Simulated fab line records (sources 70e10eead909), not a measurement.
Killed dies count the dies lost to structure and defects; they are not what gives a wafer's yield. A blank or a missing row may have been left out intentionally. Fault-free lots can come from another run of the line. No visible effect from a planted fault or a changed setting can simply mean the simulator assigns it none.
Comparing a struck lot with a sound one || flow nand harc || 14 steps out of a route of 1159
Sound: these wafers, L688.4, L688.5, L688.6. The struck wafers were L696.2, L696.4, L696.6. The cause is given at the end.
Order at every step that has rows: each side's tool, ch and its chambers, its first start. Under that, the readings that differ: sound wafers || struck wafers || difference of the means || sigmas: that difference in standard deviations of wafers without a fault.
alike: a reading whose means differ by less than 2 such deviations, as well as words and numbers matching on both sides. not compared: withheld readings; readings where some wafer has no value; bounds like >300 that might hide an equal value; numbers whose values overlap and for which the record gives no deviation.
The two part at a step that has a row with sigmas, a row that says differs or no value, or rows on one side only. When numbers do not overlap yet have no deviation, they are printed without sigmas and do not part them. Lack of a reading on every wafer of one side parts them only where that side has two or more wafers.

NHARC_A_WL_FILL_ALD_10: deposits SiO2, target thk 50 nm, pulse time 10 s, ald cycles 500.
  sound on ald hk-02 ch 0,2,3, day 18 22:17; struck on ald hk-01 ch 0,1,2, day 19 21:06
  alike: heater power w, precursor pulse height rel
NHARC_A_WL_FILL_ETCHBACK_16: etches the open film in C4F8/O2/Ar, target depth 88 nm, time 17.6 s.
  sound on rie diel-10 ch 2,3; struck on rie diel-09 ch 0,1,2
  alike: oes product au, rf vpp V
  not compared: rf hours counter h
NHARC_A_WL_FILL_STRIP_29: strips in O2, time 20 s.
  sound on rie diel-10 ch 0,2,3, day 19 01:28; struck on rie diel-09 ch 0,1,2, day 20 01:53
  alike: drypump motor current A, oes product au, rf vpp V, showerhead plenum p Torr, throttle valve pct
  not compared: rf hours counter h
then, 4 steps without rows for these wafers: NHARC_A_WL_FILL_ETCHBACK_17 (etches the open film in Cl2/BCl3, target depth 4 nm, time 26.7 s); NHARC_A_WL_FILL_PRECLEAN_18 (cleans in dHF, time 30 s); NHARC_A_WL_FILL_SRD_21; NHARC_A_WL_FILL_CVD_23 (deposits poly-Si, target thk 40 nm, time 800 s).
NHARC_A_WL_FILL_ETCHBACK_26: etches the open film in HBr, target depth 52 nm, time 13.3 s.
  sound on rie si-01 ch 0,3, day 19 06:34; struck on rie si-04 ch 0,1, day 20 06:59
  alike: drypump motor current A, oes product au, throttle valve pct
  not compared: rf hours counter h
then, 2 steps without rows for these wafers: NHARC_A_WL_FILL_PRECLEAN_30 (cleans in dHF, time 10 s); NHARC_A_WL_FILL_SRD_14.
NHARC_A_WL_FILL_ALD_19: deposits TiN, target thk 2 nm, pulse time 3 s, ald cycles 100.
  sound on ald metal-01 ch 0,1,2, day 19 06:52; struck on ald metal-03 ch 2,3, day 20 07:17
  alike: heater power w, precursor pulse height rel
NHARC_A_WL_FILL_CVD_20: deposits W, target thk 75 nm, time 5064 s.
  sound on cvd w-01 ch 0,1, day 19 09:11; struck on cvd w-01 ch 0,1, day 20 08:11
  no value came back on the struck wafers for any of 5 readings (chamber pressure Torr (Torr), heater power outer w (W) and others); on the sound wafers chamber pressure Torr (Torr) reads 40.02 40.10 40.01
NHARC_A_WL_FILL_CMP_12: polishes, t overpolish 30 s, target thk 75 nm.
  sound on cmp-02 ch 0,1,2, day 19 12:10; struck on cmp-04 ch 1,2,3, day 20 12:32
{"reading": "time to endpoint s (s)", "sound": "16.6 18.8 17.5", "struck": "0.0 0.0 1.6", "difference": -17.1, "sigmas": -8}
  alike: motor current A, overpolish run s
-- the record jumps here: 3 days lie between the struck wafers' starts before and after (it left off in module A_WL_FILL and takes up again in module END, whose first step shown is number 1159 of the route) --
NHARC_END_SORT_01:
  sound on prober-02 ch 0, day 22 16:08; struck on prober-01 ch 0, day 23 20:41
{"reading": "killed at array", "sound": "24 22 28", "struck": "673 675 674", "difference": "+649", "sigmas": "+59"}
{"reading": "killed dies", "sound": "30 22 31", "struck": "677 677 677", "difference": "+649", "sigmas": "+59"}
  alike: killed at other, killed at periphery, killed open, killed short

== WHERE THEY PART ==
At NHARC_A_WL_FILL_CVD_20 first; at NHARC_END_SORT_01 last (within this record only).

WHY: whatever the simulator had introduced
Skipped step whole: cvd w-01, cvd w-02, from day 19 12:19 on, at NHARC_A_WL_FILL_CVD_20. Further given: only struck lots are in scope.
